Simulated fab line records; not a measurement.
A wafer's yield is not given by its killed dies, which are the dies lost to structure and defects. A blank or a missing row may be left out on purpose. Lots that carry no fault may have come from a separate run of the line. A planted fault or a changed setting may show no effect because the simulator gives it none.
Which tool did it? | flow nand-harc | 11 lots with 33 wafers sampled at 4 steps, on a route of 1302 steps

WHAT THE GAUGES READ, wafer by wafer
No reading from a measuring or inspecting step in the record can be judged against a usual standard deviation.

WHAT TOOL EACH LOT RAN ON (gives the tool, then ch and the chambers of the sampled wafers, and finally the start)
lot  | NHARC_A_CHANNEL_HOLE_D1_ETCH_34               | NHARC_A_CHANNEL_HOLE_D1_ETCH_16               | NHARC_A_CHANNEL_HOLE_D1_ETCH_20  | NHARC_A_CHANNEL_FILL_D1_ALD_02
L593 | rie-diel-07 ch 0,1,3, day 8 19:06 or earlier  | rie-diel-07 ch 0,2, day 8 19:06 or earlier    | har-etch-01 ch 0,1, day 8 19:06  | ald-hk-01 ch 2,3, day 9 00:55
L597 | rie-diel-13 ch 0,3, day 10 15:45 or earlier   | rie-diel-13 ch 0,1,3, day 10 15:45 or earlier | har-etch-01 ch 0,1, day 10 15:45 | ald-hk-02 ch 0,1,3, day 10 21:42
L599 | rie-diel-13 ch 0,1,2, day 11 13:43 or earlier | rie-diel-13 ch 0,2,3, day 11 13:43 or earlier | har-etch-02 ch 0,1, day 11 13:43 | ald-hk-01 ch 0,2,3, day 11 19:29
L600 | rie-diel-07 ch 2,3, day 11 19:56 or earlier   | rie-diel-07 ch 0,2,3, day 11 19:56 or earlier | har-etch-02 ch 0,1, day 11 19:56 | ald-hk-03 ch 0,2,3, day 12 02:07
L601 | rie-diel-07 ch 0,1,3, day 12 05:20 or earlier | rie-diel-07 ch 0,2,3, day 12 05:20 or earlier | har-etch-01 ch 0,1, day 12 05:20 | ald-hk-01 ch 1,2,3, day 12 11:26
L604 | rie-diel-13 ch 2,3, day 13 13:23 or earlier   | rie-diel-13 ch 1,3, day 13 13:23 or earlier   | har-etch-01 ch 0,1, day 13 13:23 | ald-hk-01 ch 0,1,2, day 13 19:19
L607 | rie-diel-06 ch 0,1,2, day 14 15:56 or earlier | rie-diel-06 ch 0,2,3, day 14 15:56 or earlier | har-etch-02 ch 0,1, day 14 15:56 | ald-hk-01 ch 0,1,3, day 14 22:43
L610 | rie-diel-07 ch 0,1,3, day 16 02:42 or earlier | rie-diel-07 ch 0,3, day 16 02:42 or earlier   | har-etch-01 ch 0,1, day 16 02:42 | ald-hk-02 ch 1,2,3, day 16 08:31
L612 | rie-diel-06 ch 1,3, day 17 10:19 or earlier   | rie-diel-06 ch 0,1,2, day 17 10:19 or earlier | har-etch-02 ch 0,1, day 17 10:19 | ald-hk-02 ch 1,2,3, day 17 16:09
L615 | rie-diel-07 ch 1,2,3, day 17 23:02 or earlier | rie-diel-07 ch 0,2,3, day 17 23:02 or earlier | har-etch-01 ch 0,1, day 17 23:02 | ald-hk-02 ch 1,2,3, day 18 04:52
L614 | rie-diel-07 ch 0,1,2, day 18 02:43 or earlier | rie-diel-07 ch 0,2,3, day 18 02:43 or earlier | har-etch-02 ch 0,1, day 18 02:43 | ald-hk-01 ch 0,1,3, day 18 08:37
- NHARC_A_CHANNEL_HOLE_D1_ETCH_34: etches the open film in CF4/CHF3, target depth 154 nm, time 77 s.
- NHARC_A_CHANNEL_HOLE_D1_ETCH_16: etches the open film in O2/COS, target depth 3100 nm, time 806 s.
- NHARC_A_CHANNEL_HOLE_D1_ETCH_20: etches the open film in C4F8/O2/Ar, time 361.9 s, target depth 1600 nm.
- NHARC_A_CHANNEL_FILL_D1_ALD_02: deposits SiO2, target thk 6 nm, pulse time 10 s, ald cycles 60.

WHAT THE TOOLS THEMSELVES READ (means of the sampled wafers that have a number; where no wafer has one, the mark that the record gives instead)
NHARC_A_CHANNEL_HOLE_D1_ETCH_34. Usual: chamber-pressure-mTorr 25.001 mTorr, standard deviation 0.021; drypump-motor-current-A 5.7 A, standard deviation 0.39; oes-product-au 0.942 a.u., standard deviation 0.024; rf-vpp-V 369.4 V, standard deviation 2.5; showerhead-plenum-p-Torr 1.54 Torr, standard deviation 0.068; throttle-valve-pct 16.803 %, standard deviation 0.0086.
lot  | tool        | chamber-pressure-mTorr (mTorr) | drypump-motor-current-A (A) | oes-product-au (a.u.) | rf-vpp-V (V) | showerhead-plenum-p-Torr (Torr) | throttle-valve-pct (%) | flag
L593 | rie-diel-07 | 24.996                         | 5.5                         | 0.963                 | 368.6        | 1.51                            | 16.803                 |
L597 | rie-diel-13 | 25.000                         | 5.9                         | 0.934                 | 371.2        | 1.58                            | 16.808                 |
L599 | rie-diel-13 | 24.993                         | 6.0                         | 0.923                 | 373.0        | 1.64                            | 16.808                 |
L600 | rie-diel-07 | 24.975                         | 6.0                         | 0.916                 | 368.9        | 1.54                            | 16.796                 |
L601 | rie-diel-07 | 24.984                         | 5.5                         | 0.917                 | 368.2        | 1.51                            | 16.812                 |
L604 | rie-diel-13 | 25.004                         | 5.6                         | 0.926                 | 370.4        | 1.58                            | 16.798                 |
L607 | rie-diel-06 | 25.018                         | 5.6                         | 0.962                 | 371.4        | 1.59                            | 16.805                 |
L610 | rie-diel-07 | 24.987                         | 5.5                         | 0.959                 | 367.6        | 1.51                            | 16.815                 |
L612 | rie-diel-06 | 24.986                         | 5.2                         | 0.968                 | 372.5        | 1.62                            | 16.802                 |
L615 | rie-diel-07 | 25.010                         | 5.8                         | 0.913                 | 368.7        | 1.52                            | 16.799                 |
L614 | rie-diel-07 | 24.988                         | 5.8                         | 0.962                 | 367.7        | 1.48                            | 16.792                 |

NHARC_A_CHANNEL_HOLE_D1_ETCH_16. Usual: chamber-pressure-mTorr 20.001 mTorr, standard deviation 0.019; drypump-motor-current-A 5.7 A, standard deviation 0.39; oes-product-au 0.993 a.u., standard deviation 0.0098; rf-vpp-V 313.2 V, standard deviation 2; showerhead-plenum-p-Torr 3.05 Torr, standard deviation 0.13; throttle-valve-pct 28.330 %, standard deviation 0.0085.
lot  | tool        | chamber-pressure-mTorr (mTorr) | drypump-motor-current-A (A) | oes-product-au (a.u.) | rf-vpp-V (V) | showerhead-plenum-p-Torr (Torr) | throttle-valve-pct (%) | flag
L593 | rie-diel-07 | 20.018                         | 6.1                         | 0.991                 | 312.7        | 2.99                            | 28.329                 |
L597 | rie-diel-13 | 20.002                         | 6.1                         | 0.995                 | 314.9        | 3.14                            | 28.332                 |
L599 | rie-diel-13 | 19.991                         | 5.8                         | 1.001                 | 314.2        | 3.14                            | 28.329                 |
L600 | rie-diel-07 | 19.988                         | 5.8                         | 0.993                 | 312.4        | 3.03                            | 28.332                 |
L601 | rie-diel-07 | 20.028                         | 5.8                         | 0.994                 | 313.5        | 3.02                            | 28.337                 |
L604 | rie-diel-13 | 19.989                         | 6.1                         | 0.996                 | 312.5        | 3.01                            | 28.331                 |
L607 | rie-diel-06 | 19.990                         | 5.5                         | 0.998                 | 312.4        | 3.01                            | 28.332                 |
L610 | rie-diel-07 | 19.996                         | 5.5                         | 0.995                 | 313.6        | 3.06                            | 28.326                 |
L612 | rie-diel-06 | 19.981                         | 5.6                         | 0.999                 | 314.0        | 3.14                            | 28.328                 |
L615 | rie-diel-07 | 20.007                         | 5.8                         | 0.989                 | 313.4        | 3.02                            | 28.323                 |
L614 | rie-diel-07 | 19.996                         | 5.8                         | 0.985                 | 314.0        | 3.02                            | 28.323                 |

NHARC_A_CHANNEL_HOLE_D1_ETCH_20. Usual: chamber-pressure-mTorr 19.998 mTorr, standard deviation 0.019; drypump-motor-current-A 5.75 A, standard deviation 0.21; showerhead-plenum-p-Torr 3.61 Torr, standard deviation 0.15; throttle-valve-pct 32.157 %, standard deviation 0.0093.
lot  | tool        | chamber-pressure-mTorr (mTorr) | drypump-motor-current-A (A) | showerhead-plenum-p-Torr (Torr) | throttle-valve-pct (%) | flag
L593 | har-etch-01 | 19.990                         | 5.65                        | 3.68                            | 32.164                 |
L597 | har-etch-01 | 20.000                         | 5.67                        | 3.62                            | 32.154                 |
L599 | har-etch-02 | 19.985                         | 5.77                        | 3.48                            | 32.152                 |
L600 | har-etch-02 | 19.985                         | 5.77                        | 3.48                            | 32.164                 |
L601 | har-etch-01 | 19.991                         | 5.65                        | 3.65                            | 32.158                 |
L604 | har-etch-01 | 20.008                         | 5.66                        | 3.60                            | 32.154                 |
L607 | har-etch-02 | 19.992                         | 5.77                        | 3.46                            | 32.157                 |
L610 | har-etch-01 | 19.997                         | 5.64                        | 3.63                            | 32.159                 |
L612 | har-etch-02 | 20.002                         | 5.75                        | 3.93                            | 32.167                 |
L615 | har-etch-01 | 19.992                         | 5.68                        | 3.56                            | 32.149                 |
L614 | har-etch-02 | 20.003                         | 5.76                        | 3.92                            | 32.159                 |

NHARC_A_CHANNEL_FILL_D1_ALD_02. Usual: heater-power-w 437 W, standard deviation 50; precursor-pulse-height-rel 0.997, standard deviation 0.022.
lot  | tool      | heater-power-w (W) | precursor-pulse-height-rel | flag
L593 | ald-hk-01 | 401                | 1.013                      |
L597 | ald-hk-02 | 432                | 1.001                      |
L599 | ald-hk-01 | 455                | 0.996                      |
L600 | ald-hk-03 | 445                | 1.004                      |
L601 | ald-hk-01 | 404                | 0.991                      |
L604 | ald-hk-01 | 464                | 1.015                      |
L607 | ald-hk-01 | 455                | 1.012                      |
L610 | ald-hk-02 | 425                | 0.983                      |
L612 | ald-hk-02 | 428                | 0.971                      |
L615 | ald-hk-02 | 426                | 0.987                      |
L614 | ald-hk-01 | 468                | 0.985                      |

THE ANSWER, worked out from the rows above alone
Rule: lot off if the mean of its wafers having a number is beyond 3 standard deviations from the usual mean. Also off: a lot with no number at a reading for which 4 or more lots have one. Where the step has rows for the other lots, those lots are counted as sound. The gauges are gone through in route order, then the tools' own readings, and for those a lot's mean is taken as printed above. The first step at which some lot is off is used, and at that step the reading that is off furthest; a lot without a number counts as furthest.
No lot is off on any of the readings shown, so nothing can be concluded from this.

WHAT THE SIMULATOR PUT IN
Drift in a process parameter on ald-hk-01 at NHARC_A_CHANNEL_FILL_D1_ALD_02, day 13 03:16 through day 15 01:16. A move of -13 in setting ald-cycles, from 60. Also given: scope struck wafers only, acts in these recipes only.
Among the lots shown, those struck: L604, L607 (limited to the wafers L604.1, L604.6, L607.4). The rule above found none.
